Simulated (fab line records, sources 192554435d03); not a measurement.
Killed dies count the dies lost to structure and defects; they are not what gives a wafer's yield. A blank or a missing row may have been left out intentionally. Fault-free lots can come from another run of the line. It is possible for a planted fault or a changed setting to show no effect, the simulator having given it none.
Chamber matching / flow n5_finfet / N5_BEOL_M3_STRIP_36 on rie_diel-02 has 4 sister chambers
The step strips in N2/H2. 14 wafers are shown with their chamber, then 7 later ones without.

== EACH WAFER AND ITS CHAMBER ==
wafer=L080.3; chamber=2; showerhead_plenum_p_Torr (Torr)=2.47; throttle_valve_pct (%)=23.67; oes_product_au (a.u.)=0.86
wafer=L080.5; chamber=3; showerhead_plenum_p_Torr (Torr)=2.43; throttle_valve_pct (%)=23.79; oes_product_au (a.u.)=0.71
wafer=L080.6; chamber=2; showerhead_plenum_p_Torr (Torr)=2.47; throttle_valve_pct (%)=23.67; oes_product_au (a.u.)=0.86
wafer=L082.1; chamber=2; showerhead_plenum_p_Torr (Torr)=2.47; throttle_valve_pct (%)=23.69; oes_product_au (a.u.)=0.86
wafer=L082.3; chamber=1; showerhead_plenum_p_Torr (Torr)=2.43; throttle_valve_pct (%)=24.00; oes_product_au (a.u.)=0.74
wafer=L082.4; chamber=0; showerhead_plenum_p_Torr (Torr)=2.59; throttle_valve_pct (%)=23.65; oes_product_au (a.u.)=0.98
wafer=L083.1; chamber=2; showerhead_plenum_p_Torr (Torr)=2.47; throttle_valve_pct (%)=23.69; oes_product_au (a.u.)=0.85
wafer=L083.4; chamber=1; showerhead_plenum_p_Torr (Torr)=2.43; throttle_valve_pct (%)=23.98; oes_product_au (a.u.)=0.74
wafer=L083.6; chamber=3; showerhead_plenum_p_Torr (Torr)=2.42; throttle_valve_pct (%)=23.80; oes_product_au (a.u.)=0.72
wafer=L086.1; chamber=2; showerhead_plenum_p_Torr (Torr)=2.46; throttle_valve_pct (%)=23.70; oes_product_au (a.u.)=0.85
wafer=L086.4; chamber=0; showerhead_plenum_p_Torr (Torr)=2.59; throttle_valve_pct (%)=23.63; oes_product_au (a.u.)=0.95
wafer=L086.6; chamber=0; showerhead_plenum_p_Torr (Torr)=2.59; throttle_valve_pct (%)=23.64; oes_product_au (a.u.)=0.98
wafer=L091.1; chamber=3; showerhead_plenum_p_Torr (Torr)=2.42; throttle_valve_pct (%)=23.79; oes_product_au (a.u.)=0.71
wafer=L091.4; chamber=1; showerhead_plenum_p_Torr (Torr)=2.42; throttle_valve_pct (%)=24.00; oes_product_au (a.u.)=0.73

SIGNATURES (means of the wafers above)
reading=showerhead_plenum_p_Torr; chamber 0=2.5900; chamber 1=2.4267; chamber 2=2.4680; chamber 3=2.4233; scatter within a chamber=0.00462
reading=throttle_valve_pct; chamber 0=23.6400; chamber 1=23.9933; chamber 2=23.6840; chamber 3=23.7933; scatter within a chamber=0.0112
reading=oes_product_au; chamber 0=0.9700; chamber 1=0.7367; chamber 2=0.8560; chamber 3=0.7133; scatter within a chamber=0.00924
Rule: for a wafer and a chamber, the distance is found by dividing, reading by reading, the gap between the wafer's reading and the chamber's mean by the reading's scatter, squaring, summing and taking the root. The wafer belongs to the nearest chamber; if the next one is less than 2 further off, it can't be placed. The scatter: the root of (the sum of the squares of (reading less its chamber's mean) over the shown wafers, divided by (wafers less chambers)).

== WAFERS MISSING THEIR CHAMBER ==
wafer=L091.6; showerhead_plenum_p_Torr (Torr)=2.42; throttle_valve_pct (%)=23.81; oes_product_au (a.u.)=0.72
wafer=L096.1; showerhead_plenum_p_Torr (Torr)=2.45; throttle_valve_pct (%)=23.73; oes_product_au (a.u.)=0.81
wafer=L096.2; showerhead_plenum_p_Torr (Torr)=2.41; throttle_valve_pct (%)=23.82; oes_product_au (a.u.)=0.69
wafer=L096.3; showerhead_plenum_p_Torr (Torr)=2.58; throttle_valve_pct (%)=23.69; oes_product_au (a.u.)=0.89
wafer=L097.4; showerhead_plenum_p_Torr (Torr)=2.41; throttle_valve_pct (%)=24.04; oes_product_au (a.u.)=0.72
wafer=L097.5; showerhead_plenum_p_Torr (Torr)=2.41; throttle_valve_pct (%)=23.82; oes_product_au (a.u.)=0.68
wafer=L097.6; showerhead_plenum_p_Torr (Torr)=2.58; throttle_valve_pct (%)=23.69; oes_product_au (a.u.)=0.90

== CHAMBER TAKEN BY EACH ==
wafer=L091.6; from the rows above=3; in truth=3
wafer=L096.1; from the rows above=2; in truth=2
wafer=L096.2; from the rows above=3; in truth=3
wafer=L096.3; from the rows above=0; in truth=0
wafer=L097.4; from the rows above=1; in truth=1
wafer=L097.5; from the rows above=3; in truth=3
wafer=L097.6; from the rows above=0; in truth=0
Correctly placed: 7 of 7. From these rows, 0 cannot be placed. Placed wrongly: 0.
